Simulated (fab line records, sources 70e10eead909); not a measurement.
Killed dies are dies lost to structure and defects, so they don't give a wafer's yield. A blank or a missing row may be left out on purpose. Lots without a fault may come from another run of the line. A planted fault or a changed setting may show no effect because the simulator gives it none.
Which tool did it? | flow nand_harc | 16 lots, 48 wafers sampled, at 4 steps of a route of 1159

WHAT THE GAUGES READ, wafer by wafer
NHARC_P_CONTACT_INSPECT_27. Usual: raw_defect_count 315, standard deviation 140.
lot  | measured     | on                | raw_defect_count | flag
L203 | day 5 23:50  | defect_inspect-01 | 219 286 372      |
L202 | day 6 00:22  | defect_inspect-01 | 845 411 515      |
L205 | day 6 13:01  | defect_inspect-01 | 195 205 211      |
L204 | day 6 13:03  | defect_inspect-01 | 401 552 267      |
L207 | day 6 23:22  | defect_inspect-01 | 245 144 96       |
L209 | day 7 12:48  | defect_inspect-02 | 183 278 243      |
L211 | day 7 23:54  | defect_inspect-02 | 336 314 708      |
L212 | day 8 01:12  | defect_inspect-02 | 158 204 250      |
L215 | day 8 23:46  | defect_inspect-01 | 381 279 420      |
L213 | day 9 01:01  | defect_inspect-01 | 237 253 484      |
L217 | day 9 10:12  | defect_inspect-02 | 214 157 128      |
L216 | day 9 10:44  | defect_inspect-02 | 386 333 357      |
L220 | day 10 07:30 | defect_inspect-01 | 216 252 206      |
L221 | day 10 16:12 | defect_inspect-01 | 345 418 327      |
L222 | day 10 21:05 | defect_inspect-02 | 376 248 545      |
L224 | day 11 05:15 | defect_inspect-02 | 219 139 140      |

NHARC_P_M0_CD_MEAS_09: target cd 90 nm. Usual: cd_nm 89.7 nm, standard deviation 0.51.
lot  | measured     | on        | cd_nm (nm)     | flag
L203 | day 6 00:53  | cd_sem-03 | 89.0 89.5 89.4 |
L202 | day 6 01:16  | cd_sem-02 | 89.8 91.0 90.4 |
L205 | day 6 14:07  | cd_sem-01 | 89.4 89.0 89.8 |
L204 | day 6 13:58  | cd_sem-01 | 89.8 89.6 89.6 |
L207 | day 7 00:16  | cd_sem-01 | 89.8 89.7 89.0 |
L209 | day 7 13:48  | cd_sem-01 | 90.3 90.3 90.0 |
L211 | day 8 00:48  | cd_sem-01 | 89.0 89.0 89.9 |
L212 | day 8 01:59  | cd_sem-03 | 90.2 90.2 90.3 |
L215 | day 9 00:32  | cd_sem-02 | 72.1 72.3 72.7 | OFF
L213 | day 9 01:48  | cd_sem-03 | 75.2 76.1 76.3 | OFF
L217 | day 9 11:08  | cd_sem-01 | 90.3 91.1 90.7 |
L216 | day 9 11:46  | cd_sem-03 | 78.6 78.7 78.7 | OFF
L220 | day 10 08:24 | cd_sem-02 | 79.8 80.8 80.5 | OFF
L221 | day 10 17:06 | cd_sem-01 | 90.1 90.0 89.7 |
L222 | day 10 22:00 | cd_sem-03 | 89.6 89.4 89.1 |
L224 | day 11 06:26 | cd_sem-02 | 90.8 90.2 90.4 |

WHICH TOOL RAN EACH LOT (tool, then ch and the chambers of the sampled wafers, then the start)
lot  | NHARC_P_CONTACT_CVD_23                   | NHARC_P_M0_EXPOSE_06
L203 | cvd_w-02 ch 0,1, day 5 23:50 or earlier  | arfi_scanner-02 ch 0, day 6 00:44
L202 | cvd_w-02 ch 0,1, day 6 00:22 or earlier  | arfi_scanner-01 ch 0, day 6 01:07
L205 | cvd_w-01 ch 0,1, day 6 13:01 or earlier  | arfi_scanner-02 ch 0, day 6 13:58
L204 | cvd_w-02 ch 0, day 6 13:03 or earlier    | arfi_scanner-03 ch 0, day 6 13:49
L207 | cvd_w-02 ch 0,1, day 6 23:22 or earlier  | arfi_scanner-01 ch 0, day 7 00:08
L209 | cvd_w-01 ch 0,1, day 7 12:48 or earlier  | arfi_scanner-01 ch 0, day 7 13:40
L211 | cvd_w-02 ch 0,1, day 7 23:54 or earlier  | arfi_scanner-02 ch 0, day 8 00:40
L212 | cvd_w-02 ch 0,1, day 8 01:12 or earlier  | arfi_scanner-02 ch 0, day 8 01:52
L215 | cvd_w-01 ch 0,1, day 8 23:46 or earlier  | arfi_scanner-02 ch 0, day 9 00:24
L213 | cvd_w-01 ch 0,1, day 9 01:01 or earlier  | arfi_scanner-02 ch 0, day 9 01:40
L217 | cvd_w-01 ch 0,1, day 9 10:12 or earlier  | arfi_scanner-03 ch 0, day 9 11:00
L216 | cvd_w-01 ch 0,1, day 9 10:44 or earlier  | arfi_scanner-02 ch 0, day 9 11:38
L220 | cvd_w-01 ch 1, day 10 07:30 or earlier   | arfi_scanner-02 ch 0, day 10 08:16
L221 | cvd_w-01 ch 0,1, day 10 16:12 or earlier | arfi_scanner-03 ch 0, day 10 16:58
L222 | cvd_w-01 ch 0,1, day 10 21:05 or earlier | arfi_scanner-01 ch 0, day 10 21:52
L224 | cvd_w-01 ch 0,1, day 11 05:15 or earlier | arfi_scanner-03 ch 0, day 11 06:17
- NHARC_P_CONTACT_CVD_23: deposits W, target thk 200 nm, time 557 s.
- NHARC_P_M0_EXPOSE_06: exposes mask P M0, target cd 90 nm.

WHAT THE TOOLS THEMSELVES READ (means of the sampled wafers that have a number; where no wafer has one, the mark that the record gives instead)
NHARC_P_CONTACT_CVD_23. Usual: heater_power_w 475 W, standard deviation 54; mfc_wf6_sccm 40.01 sccm, standard deviation 0.12; throttle_valve_pct 8.01 %, standard deviation 0.25.
lot  | tool     | heater_power_w (W) | mfc_wf6_sccm (sccm) | throttle_valve_pct (%) | flag
L203 | cvd_w-02 | 479                | 40.02               | 7.98                   |
L202 | cvd_w-02 | 485                | 40.01               | 7.93                   |
L205 | cvd_w-01 | 480                | 39.97               | 7.96                   |
L204 | cvd_w-02 | 550                | 39.86               | 7.84                   |
L207 | cvd_w-02 | 484                | 40.23               | 7.95                   |
L209 | cvd_w-01 | 491                | 40.12               | 8.08                   |
L211 | cvd_w-02 | 422                | 40.01               | 7.92                   |
L212 | cvd_w-02 | 483                | 40.01               | 7.88                   |
L215 | cvd_w-01 | 490                | 39.99               | 8.17                   |
L213 | cvd_w-01 | 486                | 40.05               | 8.06                   |
L217 | cvd_w-01 | 487                | 39.95               | 8.12                   |
L216 | cvd_w-01 | 485                | 40.11               | 8.10                   |
L220 | cvd_w-01 | 495                | 40.04               | 8.28                   |
L221 | cvd_w-01 | 483                | 40.10               | 8.05                   |
L222 | cvd_w-01 | 487                | 39.93               | 8.23                   |
L224 | cvd_w-01 | 485                | 39.84               | 8.23                   |

NHARC_P_M0_EXPOSE_06. Usual: exposure_dose_mJ_cm2 81.24, standard deviation 0.096.
lot  | tool            | exposure_dose_mJ_cm2 | flag
L203 | arfi_scanner-02 | 81.23                |
L202 | arfi_scanner-01 | 81.21                |
L205 | arfi_scanner-02 | 81.24                |
L204 | arfi_scanner-03 | 81.39                |
L207 | arfi_scanner-01 | 81.25                |
L209 | arfi_scanner-01 | 81.21                |
L211 | arfi_scanner-02 | 81.31                |
L212 | arfi_scanner-02 | 81.35                |
L215 | arfi_scanner-02 | 61.20                | OFF
L213 | arfi_scanner-02 | 65.24                | OFF
L217 | arfi_scanner-03 | 81.22                |
L216 | arfi_scanner-02 | 68.64                | OFF
L220 | arfi_scanner-02 | 69.50                | OFF
L221 | arfi_scanner-03 | 81.26                |
L222 | arfi_scanner-01 | 81.12                |
L224 | arfi_scanner-03 | 81.35                |

THE ANSWER, worked out from the rows above alone
Rule: a lot is off if the mean of its wafers that have a number lies more than 3 standard deviations from the usual mean. A lot without any number at a reading at which 4 lots or more have one is off too. The other lots that the step has rows for count as sound. The gauges are gone through in route order, then the tools' own readings, and for those a lot's mean is taken as printed above. The first step at which some lot is off is used, and at that step the reading that is off furthest; a lot without a number counts as furthest.
Off: L215, L213, L216, L220, at NHARC_P_M0_CD_MEAS_09 (cd_nm).
A tool fits if, at a process step before that reading, it ran every lot that is off, and no sound lot after the first of them. The gauges at NHARC_P_M0_CD_MEAS_09 aren't tried: what is off there is off at NHARC_P_M0_EXPOSE_06 too, on other tools, and a gauge's error can't cause that. NHARC_P_CONTACT_CVD_23 gives no start for some lots, so the hours and the order of its lots are those of NHARC_P_CONTACT_INSPECT_27. One fits: arfi_scanner-02 at NHARC_P_M0_EXPOSE_06. Its last sound lot is L212 (day 8 01:52), its first lot that is off L215 (day 9 00:24): a fault that began between those two fits.
The tool's own readings at NHARC_P_M0_EXPOSE_06 bear it out: on the lots that are off they differ by more than 5 times the standard deviation of the sound lots' means. exposure_dose_mJ_cm2 reads 66.14 there against 81.26 on the sound lots.

WHAT THE SIMULATOR HAD PUT IN
Process parameter drift: arfi_scanner-02, from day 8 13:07 on, at NHARC_P_M0_EXPOSE_06. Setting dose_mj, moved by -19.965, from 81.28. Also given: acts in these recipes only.
Lots struck among those shown: L215, L213, L216, L220. The rule above found the same.
